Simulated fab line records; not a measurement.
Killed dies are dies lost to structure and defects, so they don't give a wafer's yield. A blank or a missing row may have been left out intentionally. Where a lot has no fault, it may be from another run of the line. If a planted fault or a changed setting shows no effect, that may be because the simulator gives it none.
fab line records	flow nand-harc	part 2 of 2: steps 32 to 42 of 42
record lots=5	wafers=15	last-day=28
route steps=1302 shown A_DECK1_JOINT@542 A_ONON_D2@545 A_CHANNEL_HOLE_D2@570
lots untouched by any fault: they come from a run of this same line in which no faults occurred
start-h: hours from the record's first day to the start of the lot's first wafer shown	wait-h: hours since the lot's step before	" the same as in the row above	L1.1+2: several wafers, shown together as one row	- value missing, or start not given	* or withheld: withheld	< > ~ a bound
route shown NAME@n: NAME is a module with steps in the file, n the number in the route of the first one	usual: average and standard deviation across the fault-free wafers	same: alike in all rows	chamber/n: place in a boat	sites: readings site by site	_std_site: the values' standard deviation	_edge_site: inner sites' mean taken away from outer sites' mean	radius-mm: how far each site lies from the wafer's centre	mask NAME#n: copy n	behind: the last tool/chamber to shape the wafer	hold: what put the lot on hold/how long, in hours/how the hold closed	device: which transistor (n, p or np) failed to switch	end of line: the route-end tests of the same wafers	for a step that has no rows: nothing shown but its recipe	killed: dies lost to structure and defects at the first sort, not the wafer's yield	map: the dies of a wafer, with x for killed, . for not killed, _ for no die there
set.NAME: the setting as run; set.NAME@STEP: as run at that earlier step	model.NAME: the simulator's own value behind a step, which no gauge read
lots at selected steps of the route; one table per step, one row per wafer
services: the hour from which a tool's chamber was out of use, counted from the record's first day as start-h (under 0 if before that day), plus the number of hours and why
## steps
# step NHARC_A_CHANNEL_HOLE_D2_COAT_36
# recipe temp-c=260	time-s=75
# usual heater-power-total-W=486.7/1.6
lot.wafer	tool	chamber	start-h	wait-h	heater-power-total-W
L075.1	litho-track-06	0	-	-	488.9
L075.2	"	0	"	"	484.7
L075.5	"	0	"	"	486.7
L076.1	litho-track-01	0	-	-	488.4
L076.2	"	0	"	"	486.8
L076.5	"	0	"	"	484.9
L077.1	litho-track-04	0	-	-	486.3
L077.4	"	0	"	"	486.4
L077.6	"	0	"	"	484.8
L080.1	litho-track-01	0	-	-	489.7
L080.2	"	0	"	"	486.6
L080.4	"	0	"	"	487.8
L084.2	litho-track-06	0	-	-	488.0
L084.4	"	0	"	"	488.3
L084.6	"	0	"	"	488.2
# step NHARC_A_CHANNEL_HOLE_D2_COAT_37
# recipe temp-c=225	time-s=65
# usual heater-power-total-W=446.9/2
lot.wafer	tool	chamber	start-h	wait-h	heater-power-total-W
L075.1	litho-track-06	0	-	-	445.8
L075.2	"	0	"	"	444.0
L075.5	"	0	"	"	447.2
L076.1	litho-track-01	0	-	-	446.2
L076.2	"	0	"	"	448.1
L076.5	"	0	"	"	444.0
L077.1	litho-track-04	0	-	-	448.1
L077.4	"	0	"	"	444.0
L077.6	"	0	"	"	444.4
L080.1	litho-track-01	0	-	-	443.9
L080.2	"	0	"	"	444.5
L080.4	"	0	"	"	448.5
L084.2	litho-track-06	0	-	-	446.4
L084.4	"	0	"	"	445.6
L084.6	"	0	"	"	448.1
# step NHARC_A_CHANNEL_HOLE_D2_COAT_04
# recipe spin-rpm=1500	resist-thk-nm=90
lot.wafer	tool	chamber	start-h	wait-h
L075.1+2+5	litho-track-06	0	-	-
L076.1+2+5	litho-track-01	0	-	-
L077.1+4+6	litho-track-04	0	-	-
L080.1+2+4	litho-track-01	0	-	-
L084.2+4+6	litho-track-06	0	-	-
# step NHARC_A_CHANNEL_HOLE_D2_SOFTBAKE_05
# recipe temp-c=105	time-s=55
# usual heater-power-total-W=188.48/0.14
lot.wafer	tool	chamber	start-h	wait-h	heater-power-total-W
L075.1	litho-track-06	0	-	-	188.65
L075.2	"	0	"	"	188.35
L075.5	"	0	"	"	188.53
L076.1	litho-track-01	0	-	-	188.41
L076.2	"	0	"	"	188.41
L076.5	"	0	"	"	188.71
L077.1	litho-track-04	0	-	-	188.31
L077.4	"	0	"	"	188.33
L077.6	"	0	"	"	188.48
L080.1	litho-track-01	0	-	-	188.33
L080.2	"	0	"	"	188.57
L080.4	"	0	"	"	188.30
L084.2	litho-track-06	0	-	-	188.67
L084.4	"	0	"	"	188.50
L084.6	"	0	"	"	188.38
# step NHARC_A_CHANNEL_HOLE_D2_EBR_06
lot.wafer	tool	chamber	start-h	wait-h
L075.1+2+5	litho-track-06	0	-	-
L076.1+2+5	litho-track-01	0	-	-
L077.1+4+6	litho-track-04	0	-	-
L080.1+2+4	litho-track-01	0	-	-
L084.2+4+6	litho-track-06	0	-	-
# step NHARC_A_CHANNEL_HOLE_D2_EXPOSE_07
# recipe na=1.35	target-cd-nm=100	sigma-outer=0.3	dose-mj=59.65	mask-id=HOLE_D2
# usual exposure-dose-mJ-cm2=59.59/0.078
lot.wafer	tool	chamber	start-h	wait-h	mask	exposure-dose-mJ-cm2
L075.1	arfi-scanner-01	0	292.35	-	HOLE_D2#0	59.67
L075.2	"	0	"	"	HOLE_D2#0	59.62
L075.5	"	0	"	"	HOLE_D2#0	59.68
L076.1	arfi-scanner-01	0	319.03	-	HOLE_D2#0	59.58
L076.2	"	0	"	"	HOLE_D2#0	59.61
L076.5	"	0	"	"	HOLE_D2#0	59.64
L077.1	arfi-scanner-03	0	319.23	-	HOLE_D2#0	59.46
L077.4	"	0	"	"	HOLE_D2#0	59.53
L077.6	"	0	"	"	HOLE_D2#0	59.54
L080.1	arfi-scanner-03	0	338.58	-	HOLE_D2#0	59.59
L080.2	"	0	"	"	HOLE_D2#0	59.55
L080.4	"	0	"	"	HOLE_D2#0	59.65
L084.2	arfi-scanner-01	0	389.38	-	HOLE_D2#0	59.48
L084.4	"	0	"	"	HOLE_D2#0	59.41
L084.6	"	0	"	"	HOLE_D2#0	59.40
# step NHARC_A_CHANNEL_HOLE_D2_PEB_08
# recipe peb-temp-c=100	peb-time-s=65
# usual heater-power-total-W=156.6/0.42
lot.wafer	tool	chamber	start-h	wait-h	heater-power-total-W
L075.1	litho-track-01	0	292.41	0.1	156.6
L075.2	"	0	"	"	157.0
L075.5	"	0	"	"	156.0
L076.1	litho-track-01	0	319.09	0.1	157.2
L076.2	"	0	"	"	156.0
L076.5	"	0	"	"	157.0
L077.1	litho-track-01	0	319.29	0.1	156.7
L077.4	"	0	"	"	157.0
L077.6	"	0	"	"	156.2
L080.1	litho-track-04	0	338.64	0.1	156.8
L080.2	"	0	"	"	156.8
L080.4	"	0	"	"	157.3
L084.2	litho-track-04	0	389.44	0.1	156.2
L084.4	"	0	"	"	157.1
L084.6	"	0	"	"	157.2
# step NHARC_A_CHANNEL_HOLE_D2_DEVELOP_09
# recipe develop-time-s=35	dev-temp-c=23
lot.wafer	tool	chamber	start-h	wait-h
L075.1+2+5	litho-track-01	0	-	-
L076.1+2+5	litho-track-01	0	-	-
L077.1+4+6	litho-track-01	0	-	-
L080.1+2+4	litho-track-04	0	-	-
L084.2+4+6	litho-track-04	0	-	-
# step NHARC_A_CHANNEL_HOLE_D2_CD_MEAS_10
# recipe target-cd-nm=100	landing-energy-ev=500
# usual cd-nm=100.1/0.46
# same landing-energy-ev=500
lot.wafer	tool	chamber	start-h	wait-h	cd-nm
L075.1	cd-sem-01	0	292.49	-	100.3
L075.2	"	0	"	"	100.1
L075.5	"	0	"	"	100.3
L076.1	cd-sem-03	0	319.17	-	100.0
L076.2	"	0	"	"	100.3
L076.5	"	0	"	"	100.1
L077.1	cd-sem-03	0	319.37	-	100.8
L077.4	"	0	"	"	100.7
L077.6	"	0	"	"	100.3
L080.1	cd-sem-03	0	338.72	-	100.5
L080.2	"	0	"	"	100.2
L080.4	"	0	"	"	100.2
L084.2	cd-sem-03	0	389.52	-	100.9
L084.4	"	0	"	"	100.2
L084.6	"	0	"	"	100.2
# step NHARC_A_CHANNEL_HOLE_D2_OVL_MEAS_11
# usual overlay-x-nm=0.3/1.1	overlay-y-nm=0.0/0.95
lot.wafer	tool	chamber	start-h	wait-h	overlay-x-nm	overlay-y-nm
L075.1	overlay-01	-	292.58	-	0.8	2.2
L075.2	"	-	"	"	1.0	2.1
L075.5	"	-	"	"	1.0	1.5
L076.1	overlay-01	-	319.26	-	0.2	1.1
L076.2	"	-	"	"	0.9	0.6
L076.5	"	-	"	"	0.6	0.9
L077.1	overlay-02	-	319.46	-	1.1	-0.3
L077.4	"	-	"	"	1.0	-0.9
L077.6	"	-	"	"	0.9	-1.4
L080.1	overlay-02	-	338.81	-	1.8	-1.2
L080.2	"	-	"	"	1.6	-0.9
L080.4	"	-	"	"	1.4	-0.9
L084.2	overlay-02	-	389.61	-	-1.1	0.4
L084.4	"	-	"	"	-1.0	0.0
L084.6	"	-	"	"	-1.0	-0.2
# step NHARC_A_CHANNEL_HOLE_D2_INSPECT_12
# usual raw-defect-count=33/24
lot.wafer	tool	chamber	start-h	wait-h	raw-defect-count
L075.1	defect-inspect-02	-	292.62	0.0	52
L075.2	"	-	"	"	46
L075.5	"	-	"	"	51
L076.1	defect-inspect-02	-	319.29	0.0	77
L076.2	"	-	"	"	62
L076.5	"	-	"	"	65
L077.1	defect-inspect-01	-	319.49	0.0	47
L077.4	"	-	"	"	49
L077.6	"	-	"	"	58
L080.1	defect-inspect-02	-	338.85	0.0	62
L080.2	"	-	"	"	65
L080.4	"	-	"	"	53
L084.2	defect-inspect-02	-	389.64	0.0	9
L084.4	"	-	"	"	8
L084.6	"	-	"	"	9
## services
tool	chamber	start-h	hours	kind
pecvd-01	-	263.46	2.7	repair
pecvd-onon-01	-	269.33	13.0	pm
pecvd-04	-	269.38	13.0	pm
arfi-scanner-03	-	275.86	0.7	repair
pecvd-01	2	299.59	11.9	repair
acl-dep-03	-	299.60	13.0	pm
pecvd-03	-	305.98	0.3	repair
acl-dep-02	-	310.91	2.0	repair
pecvd-01	-	311.00	13.0	pm
pecvd-03	-	317.97	1.2	repair
litho-track-01	-	330.00	7.0	pm
pecvd-01	1	331.17	8.5	repair
pecvd-01	-	332.68	0.8	repair
arfi-scanner-03	-	347.16	0.7	repair
litho-track-06	-	354.00	7.0	pm
furnace-07	-	363.72	1.1	repair
pecvd-03	-	366.00	13.0	pm
pecvd-onon-02	-	366.59	13.0	pm
arfi-scanner-03	-	368.00	4.0	pm
acl-dep-01	-	369.19	13.0	pm
arfi-scanner-03	-	377.45	1.5	repair
litho-track-04	-	378.00	7.0	pm
pecvd-03	-	379.03	0.9	repair
pecvd-04	1	380.23	3.6	repair
